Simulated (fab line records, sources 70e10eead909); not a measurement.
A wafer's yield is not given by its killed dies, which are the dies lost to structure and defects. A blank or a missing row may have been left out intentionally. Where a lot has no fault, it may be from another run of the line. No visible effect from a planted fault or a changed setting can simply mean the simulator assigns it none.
Matching of chambers	flow nandHarc	rieDiel-06 running NHARC_A_ZERO_WELL_ETCH_19: 4 sister chambers
The step etches the open film in N2/H2, target depth 80 nm, overetch 24 nm, time 87.88 s. 14 wafers are shown with their chamber, then 7 later ones without.

## WAFERS WITH THEIR CHAMBER
wafer	chamber	drypumpMotorCurrentA (A)	rfVppV (V)	oesProductAu (a.u.)
L447.1	2	5.6	426	1.010
L447.5	3	5.6	435	1.035
L447.6	0	5.6	426	1.034
L449.2	3	5.5	433	1.030
L449.4	2	5.6	428	1.008
L449.5	3	5.5	433	1.025
L452.2	0	5.6	428	1.031
L452.4	1	5.1	430	0.999
L452.6	2	5.7	425	0.996
L453.3	3	5.5	434	1.037
L453.4	1	5.1	430	1.004
L453.5	3	5.6	435	1.026
L456.3	3	5.5	436	1.020
L456.4	0	5.6	426	1.025

SIGNATURES (means of the wafers above)
reading	chamber 0	chamber 1	chamber 2	chamber 3	scatter within a chamber
drypumpMotorCurrentA	5.600	5.100	5.633	5.533	0.0447
rfVppV	426.67	430.00	426.33	434.33	1.21
oesProductAu	1.03000	1.00150	1.00467	1.02883	0.00613
Rule: for a wafer and a chamber, the distance is found by dividing, reading by reading, the gap between the wafer's reading and the chamber's mean by the reading's scatter, squaring, summing and taking the root. If the next closest chamber is less than 2 further off than the closest, the wafer can't be placed; otherwise it belongs to the closest. The scatter: take each reading less its chamber's mean, square it, sum over the shown wafers, divide by the number of wafers less the number of chambers, and take the root.

## WAFERS WITHOUT THEIR CHAMBER
wafer	drypumpMotorCurrentA (A)	rfVppV (V)	oesProductAu (a.u.)
L456.5	5.6	427	0.992
L460.1	5.6	427	1.020
L460.2	5.6	426	1.037
L460.5	5.6	428	1.029
L467.1	5.6	426	1.022
L467.4	5.5	433	1.011
L467.5	5.1	431	0.953

## WHICH CHAMBER EACH WENT THROUGH
wafer	from the rows above	in truth
L456.5	2	2
L460.1	can't be placed: 0 or 2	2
L460.2	0	0
L460.5	0	0
L467.1	can't be placed: 0 or 2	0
L467.4	3	3
L467.5	1	1
5 of 7 placed correctly. From these rows, 2 cannot be placed; in 2 the true chamber is one of the candidates. Number placed wrongly: 0.
